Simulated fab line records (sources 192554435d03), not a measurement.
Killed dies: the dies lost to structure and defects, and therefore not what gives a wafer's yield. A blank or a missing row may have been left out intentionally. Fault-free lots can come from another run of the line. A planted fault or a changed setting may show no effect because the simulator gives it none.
Matching of chambers / flow n5Finfet / N5_ILD0_CMP_07 on cmp-02 has 4 sister chambers
The step polishes SiO2 flowable, stops on poly-Si, t overpolish 1.18 s, target thk 138.88 nm. 18 wafers are shown with their chamber, then 9 later ones without.

## WAFERS WITH THEIR CHAMBER
wafer=L074.1; chamber=0; motorCurrentA (A)=12.1
wafer=L074.2; chamber=2; motorCurrentA (A)=9.2
wafer=L074.6; chamber=1; motorCurrentA (A)=10.8
wafer=L076.3; chamber=1; motorCurrentA (A)=10.9
wafer=L076.4; chamber=3; motorCurrentA (A)=13.5
wafer=L076.5; chamber=2; motorCurrentA (A)=9.3
wafer=L079.1; chamber=1; motorCurrentA (A)=11.9
wafer=L079.3; chamber=3; motorCurrentA (A)=13.3
wafer=L079.4; chamber=2; motorCurrentA (A)=8.5
wafer=L082.1; chamber=1; motorCurrentA (A)=11.2
wafer=L082.2; chamber=3; motorCurrentA (A)=13.9
wafer=L082.4; chamber=2; motorCurrentA (A)=8.8
wafer=L085.1; chamber=3; motorCurrentA (A)=13.6
wafer=L085.2; chamber=0; motorCurrentA (A)=11.8
wafer=L085.6; chamber=0; motorCurrentA (A)=11.6
wafer=L086.2; chamber=3; motorCurrentA (A)=13.0
wafer=L086.3; chamber=0; motorCurrentA (A)=12.1
wafer=L086.4; chamber=1; motorCurrentA (A)=10.8

SIGNATURES (averages over the wafers above)
reading=motorCurrentA; chamber 0=11.900; chamber 1=11.120; chamber 2=8.950; chamber 3=13.460; scatter within a chamber=0.369
Rule: for each reading, subtract the chamber's mean from the wafer's reading, divide by that reading's scatter and square the result; add these up over the readings and take the root, which gives the wafer's distance from the chamber. The wafer belongs to the nearest chamber; if the next one is less than 2 further off, it can't be placed. The scatter: take each reading less its chamber's mean, square it, sum over the shown wafers, divide by the number of wafers less the number of chambers, and take the root.

## WAFERS WITH NO CHAMBER GIVEN
wafer=L091.2; motorCurrentA (A)=9.1
wafer=L091.4; motorCurrentA (A)=10.9
wafer=L091.5; motorCurrentA (A)=9.7
wafer=L094.2; motorCurrentA (A)=13.4
wafer=L094.3; motorCurrentA (A)=8.9
wafer=L094.4; motorCurrentA (A)=11.1
wafer=L095.3; motorCurrentA (A)=10.5
wafer=L095.4; motorCurrentA (A)=9.4
wafer=L095.5; motorCurrentA (A)=12.7

## WHICH CHAMBER EACH WENT THROUGH
wafer=L091.2; from the rows above=2; in truth=2
wafer=L091.4; from the rows above=1; in truth=1
wafer=L091.5; from the rows above=can't be placed: 2 or 1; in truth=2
wafer=L094.2; from the rows above=3; in truth=3
wafer=L094.3; from the rows above=2; in truth=2
wafer=L094.4; from the rows above=1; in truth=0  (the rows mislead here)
wafer=L095.3; from the rows above=1; in truth=1
wafer=L095.4; from the rows above=2; in truth=2
wafer=L095.5; from the rows above=can't be placed: 3 or 0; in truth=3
Correctly placed: 6 of 9. From these rows, 2 cannot be placed; in 2 the true chamber is one of the candidates. 1 placed wrongly.
